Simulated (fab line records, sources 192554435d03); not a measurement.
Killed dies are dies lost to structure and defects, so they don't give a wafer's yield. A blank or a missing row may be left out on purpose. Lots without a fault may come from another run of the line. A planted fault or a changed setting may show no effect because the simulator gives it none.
Problem report in the 8D (eight disciplines) form, filled by code | flow n5_finfet | the parts of the form that need people (team, actions taken, sign-off) are left out

1. THE PROBLEM
spin_speed_rpm at N5_BEOL_M8_COAT_59 reads a mean of 1169.8 rpm on 5 wafers of 2 lots; wafers without a fault read 1500.0 rpm with a standard deviation of 0.97. That is -99 or more standard deviations from the usual mean.
The step: time 60 s, resist thk 100 nm.
First seen on wafer L470.4, day 13 19:01, on litho_track-04. The record holds 32 wafers of 11 lots with a number at this step. Rule for "out", or "out of limits": more than 4 standard deviations from the usual mean. The other wafers with a number count as sound.

2. WHAT IT IS AND WHAT IT IS NOT
question                    | is                     | is not
which readings at this step | spin_speed_rpm         | -
which lots                  | L470, L471             | L451, L452, L453, L454, L456, L460, L461, L472, L473
which wafers of those lots  | all that have a number | -
read on which tools         | litho_track-04         | litho_track-02, litho_track-05
when                        | from day 13 19:01      | up to then (21 sound wafers); but 6 sound wafers of L472, L473 came after

3. SUSPECTS, AND WHAT RULES EACH OUT
Counting: a tool at a process step up to the reading stays a suspect if it ran every lot that is out and no sound lot after the first of them.
- litho_track-04 at N5_BEOL_M8_COAT_59 (time 60 s, resist thk 100 nm): kept. It ran every lot that is out, first L470 (day 13 19:01), and no sound lot after that; its last sound lot up to then is L456 (day 10 17:47). Its own readings are out on those wafers: spin_speed_rpm.
Left after counting: litho_track-04 at N5_BEOL_M8_COAT_59.

4. THE CAUSE (what the simulator had put in)
Process parameter drift: litho_track-04, from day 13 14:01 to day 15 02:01, at N5_BEOL_M8_COAT_59. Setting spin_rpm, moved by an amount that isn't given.
Counting left only this tool.

5. THE CHAIN OF EFFECTS, in route order
Each row: a reading whose mean over the struck wafers that have a number lies more than 3 standard deviations from the usual. Only readings for which the record gives a usual standard deviation are gone through. hours: the time from each lot's start at the first step in this table that gives one to its start at this step, as a median over the lots. sigmas: the change in usual standard deviations.
hours | step               | reading        | usual      | on struck wafers | change | sigmas
0     | N5_BEOL_M8_COAT_59 | spin_speed_rpm | 1500.0 rpm | 1169.8           | -330.2 | -99 or more
The process steps in it:
- N5_BEOL_M8_COAT_59: time 60 s, resist thk 100 nm.

6. WHAT WOULD HAVE CAUGHT IT SOONER
In this record the first reading out of limits was taken at day 13 19:01, 5 hours after the fault began at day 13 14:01.
